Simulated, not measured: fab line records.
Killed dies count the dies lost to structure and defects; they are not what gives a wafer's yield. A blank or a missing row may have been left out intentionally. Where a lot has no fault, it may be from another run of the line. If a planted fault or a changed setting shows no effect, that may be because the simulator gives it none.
Comparing a struck lot with a sound one	flow n5_finfet	15 out of 1938 route steps
Sound: the wafers L330.1, L330.4, L330.6. The struck wafers were L335.2, L335.3, L335.5. The cause is given at the end.
At each step with rows: each side's tool, then ch and its chambers, then its first start. Under that, the readings that differ: sound wafers	struck wafers	difference of the means	sigmas: that difference in standard deviations of wafers without a fault.
alike: words and numbers the same on both sides, and readings whose means are apart by under 2 such deviations; not compared: readings that were withheld, readings missing a value for some wafer, numbers with overlapping values and no deviation given by the record, and bounds like >300 which may hide the same value.
A row with sigmas, a row that says differs or no value, or rows on one side alone: a step with any of these is where the two part. Non-overlapping numbers with no deviation appear without sigmas and do not part them. Lack of a reading on every wafer of one side parts them only where that side has two or more wafers.

first, 8 steps without rows for these wafers: N5_WELL_APT_HMDS_18 (time 60 s); N5_WELL_APT_COAT_19 (resist thk 950 nm); N5_WELL_APT_EBR_21; N5_WELL_APT_SOFTBAKE_20 (time 60 s); N5_WELL_APT_EXPOSE_22 (exposes mask PWELL, defocus 0 nm, target cd 200 nm); N5_WELL_APT_PEB_23 (peb time 90 s); N5_WELL_APT_DEVELOP_24 (develop time 45 s); N5_WELL_APT_HARDBAKE_29 (time 120 s).
N5_WELL_APT_CD_MEAS_25: target cd 200 nm.
  sound on cd_sem-02 ch 0, day 1 14:56; struck on cd_sem-03 ch 0, day 2 20:49
  alike: cd_nm
N5_WELL_APT_OVL_MEAS_26:
  sound on overlay-02 ch 0, day 1 14:58; struck on overlay-01 ch 0, day 2 20:51
  alike: PWELL_OVL
N5_WELL_APT_INSPECT_27: inspects for defects (macro).
  struck on defect_inspect-02, day 2 20:53; sound on defect_inspect-02, day 1 14:59
  alike: raw_defect_count
N5_WELL_APT_DESCUM_30: chemistry O2, time 7.9 s.
  sound on rie_diel-04 ch 0,1,2, day 1 16:12; struck on rie_diel-01 ch 0,2,3, day 2 20:59
  alike: bias_power_w, drypump_motor_current_A, o2_flow_sccm, oes_product_au, rf_vpp_V, showerhead_plenum_p_Torr, throttle_valve_pct
  not compared: rf_hours_counter_h
N5_WELL_APT_IMPLANT_31:
  sound on implanter-01 ch 0, day 1 16:18; struck on implanter-02 ch 0, day 2 21:07
reading	sound	struck	difference	sigmas
dose_ions_cm2	1.5009e+13 1.4995e+13 1.4996e+13	2.1352e+13 2.1368e+13 2.1356e+13	+6.3587e+12	+99 or more
faraday_current_uA	195 184 197	271 270 268	+78	+21
then, 1 step without rows for these wafers: N5_WELL_APT_IMPLANT_32.
-- a jump in the record: the struck wafers' starts before and after are 12 days apart (it breaks off in module WELL_APT and resumes in module PASSIVATION, where the first step shown is number 1936 of the route) --
N5_PASSIVATION_PROBE_49:
  struck on prober-01, day 15 08:21; sound on prober-01, day 13 13:12
  alike: killed_at_M0_to_M3, killed_at_M4_up, killed_at_contacts, killed_at_front_end, killed_at_other, killed_dies, killed_open, killed_short

== WHERE THEY PART ==
Only at N5_WELL_APT_IMPLANT_31, as far as this record shows. Later steps at which nothing parts them and some readings are alike: N5_PASSIVATION_PROBE_49.

WHY: what the simulator had put in
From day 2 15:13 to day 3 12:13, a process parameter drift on implanter-02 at N5_WELL_APT_IMPLANT_31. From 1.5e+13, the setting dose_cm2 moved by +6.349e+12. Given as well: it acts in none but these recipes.
